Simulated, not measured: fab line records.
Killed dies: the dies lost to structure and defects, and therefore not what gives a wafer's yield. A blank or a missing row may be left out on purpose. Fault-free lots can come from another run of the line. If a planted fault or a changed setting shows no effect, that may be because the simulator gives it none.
A struck lot beside a sound one -- flow n5-finfet -- 24 steps out of a route of 1938
Sound: the wafers L835.1, L835.2, L835.5. Struck: wafers L851.1, L851.4, L851.5. The cause comes at the end.
Order at every step that has rows: each side's tool, ch and its chambers, its first start. Under that, the readings that differ: sound wafers -- struck wafers -- difference of the means -- sigmas: that difference in standard deviations of wafers without a fault.
alike: readings whose means differ by less than 2 such deviations, and words and numbers that are the same on both sides. not compared: withheld readings, readings that some wafer has no value for, bounds like >300 that may hide the same value, and numbers for which the record gives no deviation and whose values overlap.
Wherever a step has rows on one side only, a row that says differs or no value, or a row with sigmas, the two part there. When numbers do not overlap yet have no deviation, they are printed without sigmas and do not part them. A reading missing from all wafers of one side parts the sides only when that side holds two or more wafers.

first, 8 steps without rows for these wafers: N5_BEOL_M5_PRE_CLEAN_77 (time 15 s); N5_BEOL_M5_CO_CAP_78 (material Co, precursor CCTBA/H2, target thk 2 nm, time 102.1 s); N5_BEOL_M5_PRE_CLEAN_55 (time 15 s); N5_BEOL_M5_DEP_56 (deposits SiCN from 3MS/NH3, target thk 8 nm, time 14 s); N5_BEOL_M6_ILD_DEP_00 (deposits SiCOH lowk from DEMS/porogen, target thk 179.75 nm, time 33.4 s); N5_BEOL_M6_CURE_74 (cures SiCOH lowk, time 240 s); N5_BEOL_M6_PECVD_70 (deposits SiO2 from TEOS/O2, target thk 20 nm, time 22.7 s); N5_BEOL_M6_HM_DEP_02 (deposits TiN, target thk 20 nm).
N5_BEOL_M6_COAT_59: time 60 s, resist thk 100 nm.
  sound on litho-track-05 ch 0, day 9 14:53; struck on litho-track-05 ch 0, day 13 03:08
reading,sound,struck,difference,sigmas
spin-speed-rpm (rpm),1500.7 1500.5 1502.4,1572.1 1574.3 1572.7,+71.8,+65
model.SOC_of_BEOL_M6_COAT_59.thk-nm (nm),100.2 100 100,97.4 97.2 97.4,-2.7,
  alike: dispense-pressure-kPa, plate-temp-C
then, 9 steps without rows for these wafers: N5_BEOL_M6_COAT_60 (time 60 s, resist thk 35 nm); N5_BEOL_M6_COAT_05 (resist thk 90 nm); N5_BEOL_M6_EBR_07; N5_BEOL_M6_SOFTBAKE_06 (time 60 s); N5_BEOL_M6_EXPOSE_08 (exposes mask M6); N5_BEOL_M6_PEB_09 (peb time 60 s); N5_BEOL_M6_DEVELOP_10 (develop time 30 s); N5_BEOL_M6_DESCUM_16 (chemistry O2, time 7.9 s); N5_BEOL_M6_ETCH_61 (etches SiARC in CF4, target depth 45.5 nm, time 75.8 s).
N5_BEOL_M6_ETCH_62: etches SOC in N2/H2, target depth 110 nm, overetch 22 nm, time 165 s.
  sound on rie-diel-02 ch 0,1, day 9 15:26; struck on rie-diel-05 ch 1,3, day 13 03:34
reading,sound,struck,difference,sigmas
rf-vpp-V (V),527.0 524.0 526.4,521.0 519.7 520.3,-5.5,-2
showerhead-plenum-p-Torr (Torr),2.68 2.50 2.68,2.46 2.41 2.41,-0.19,-2
model.etch.depth-nm (nm),100.3 100.1 99.96,97.34 97.12 97.46,-2.81,
  alike: drypump-motor-current-A, oes-product-au, rf-fwd-power-W, throttle-valve-pct
  not compared: rf-hours-counter-h
then, 2 steps without rows for these wafers: N5_BEOL_M6_STRIP_68 (strips in N2/H2); N5_BEOL_M6_STRIP_67 (strips in CF4).
N5_BEOL_M6_HM_OPEN_17: chemistry Cl2/BCl3, target TiN, target depth 20 nm, overetch 6 nm.
  sound on rie-metal-03 ch 0,1, day 9 15:38; struck on rie-metal-03 ch 1, day 13 03:45
reading,sound,struck,difference,sigmas
model.SOC_of_BEOL_M6_COAT_59.thk-nm (nm),92.2 92.2 91.8,89.4 89 89.6,-2.7,
  alike: drypump-motor-current-A, oes-product-au, rf-fwd-power-W, throttle-valve-pct
  not compared: rf-hours-counter-h
then, 1 step without rows for these wafers: N5_BEOL_M6_STRIP_19 (strips in O2).
-- a jump in the record: the struck wafers' starts before and after are 4 days apart (it breaks off in module BEOL_M6 and resumes in module PASSIVATION, where the first step shown is number 1936 of the route) --
N5_PASSIVATION_PROBE_49:
  struck on prober-01, day 16 20:28; sound on prober-01, day 13 14:53
  alike: defect-limited-yield, killed_at_M0_to_M3, killed_at_M4_up, killed-at-contacts, killed-at-front-end, killed-at-other, killed-dies, killed-on-rim, killed-open, killed-short, sort_bin_5_function, sort_bin_6_memory, sort-n-pass, sort-yield-pct

WHERE THEY PART
At N5_BEOL_M6_COAT_59 first; at N5_BEOL_M6_ETCH_62 last (within this record only). Later steps at which nothing parts them and some readings are alike: N5_BEOL_M6_HM_OPEN_17, N5_PASSIVATION_PROBE_49.

WHY: the cause the simulator had injected
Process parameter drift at N5_BEOL_M6_COAT_59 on litho-track-05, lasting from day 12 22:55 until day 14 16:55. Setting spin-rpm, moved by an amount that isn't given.
